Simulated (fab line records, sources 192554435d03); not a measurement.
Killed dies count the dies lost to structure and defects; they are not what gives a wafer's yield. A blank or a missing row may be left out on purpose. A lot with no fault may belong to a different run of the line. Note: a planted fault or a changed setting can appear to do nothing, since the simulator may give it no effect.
Comparing a struck lot with a sound one | flow n5_finfet | 14 out of 1938 route steps
Sound: these wafers, L574.1, L574.2, L574.6. The struck wafers were L565.2, L565.5, L565.6. The cause is named last.
At each step with rows: each side's tool, then ch and its chambers, then its first start. Under that, the readings that differ: sound wafers | struck wafers | difference of the means | sigmas: that difference in standard deviations of wafers without a fault.
alike: readings with means less than 2 such deviations apart, plus words and numbers identical on both sides. not compared: withheld readings, readings lacking a value on some wafer, bounds such as >300 that could conceal the same value, and numbers that have no deviation in the record and whose values overlap.
Wherever a step has rows on one side only, a row that says differs or no value, or a row with sigmas, the two part there. Non-overlapping numbers with no deviation appear without sigmas and do not part them. Lack of a reading on every wafer of one side parts them only where that side has two or more wafers.

first, 1 step without rows for these wafers: N5_BEOL_M3_STRIP_75 (strips in N2/H2).
N5_BEOL_M3_STRIP_66: strips in CF4.
  sound on rie_diel-06 ch 1,2,3, day 10 10:41; struck on rie_diel-05 ch 1,2,3, day 8 01:09
  alike: bias_power_w, drypump_motor_current_A, oes_product_au, rf_vpp_V, showerhead_plenum_p_Torr, throttle_valve_pct
  not compared: rf_hours_counter_h
N5_BEOL_M3_HM_OPEN_17: chemistry Cl2/BCl3, target TiN, target depth 20 nm, overetch 6 nm.
  sound on rie_metal-03 ch 0,1, day 10 10:43; struck on rie_metal-01 ch 0,1, day 8 01:13
  alike: drypump_motor_current_A, mfc_ar_sccm, mfc_cl2_sccm, oes_product_au, throttle_valve_pct
  not compared: rf_hours_counter_h
N5_BEOL_M3_STRIP_19: strips in O2.
  sound on rie_diel-06 ch 0,3, day 10 10:56; struck on rie_diel-06 ch 1,2,3, day 8 01:19
  alike: drypump_motor_current_A, oes_product_au, rf_vpp_V, showerhead_plenum_p_Torr, throttle_valve_pct
  not compared: rf_hours_counter_h
N5_BEOL_M3_CD_MEAS_18: pitch 36 nm, target cd 18 nm.
  sound: cd_sem-01 at day 10 11:00; struck: cd_sem-02 at day 8 01:23
  alike: cd_nm
then, 7 steps without rows for these wafers: N5_BEOL_M3_COAT_67 (time 60 s, resist thk 60 nm); N5_BEOL_M3_COAT_68 (time 60 s, resist thk 12 nm); N5_BEOL_M3_COAT_76 (time 60 s, resist thk 5 nm); N5_BEOL_M3_COAT_22 (resist thk 30 nm); N5_BEOL_M3_EBR_24; N5_BEOL_M3_SOFTBAKE_23 (time 60 s); N5_BEOL_M3_EXPOSE_25 (exposes mask V2, defocus 5 nm).
N5_BEOL_M3_PEB_26: peb time 60 s.
  struck on litho_track-05, day 8 01:46; sound on litho_track-02 ch 0, day 10 11:22
  no value came back on the struck wafers for chill_plate_temp_C (C), exhaust_pa (Pa); on the sound wafers chill_plate_temp_C (C) reads 22.92 22.93 22.83
then, 1 step without rows for these wafers: N5_BEOL_M3_DEVELOP_27 (develop time 30 s).

WHERE THEY PART
Only at N5_BEOL_M3_PEB_26, as far as this record shows.

WHY: whatever the simulator had introduced
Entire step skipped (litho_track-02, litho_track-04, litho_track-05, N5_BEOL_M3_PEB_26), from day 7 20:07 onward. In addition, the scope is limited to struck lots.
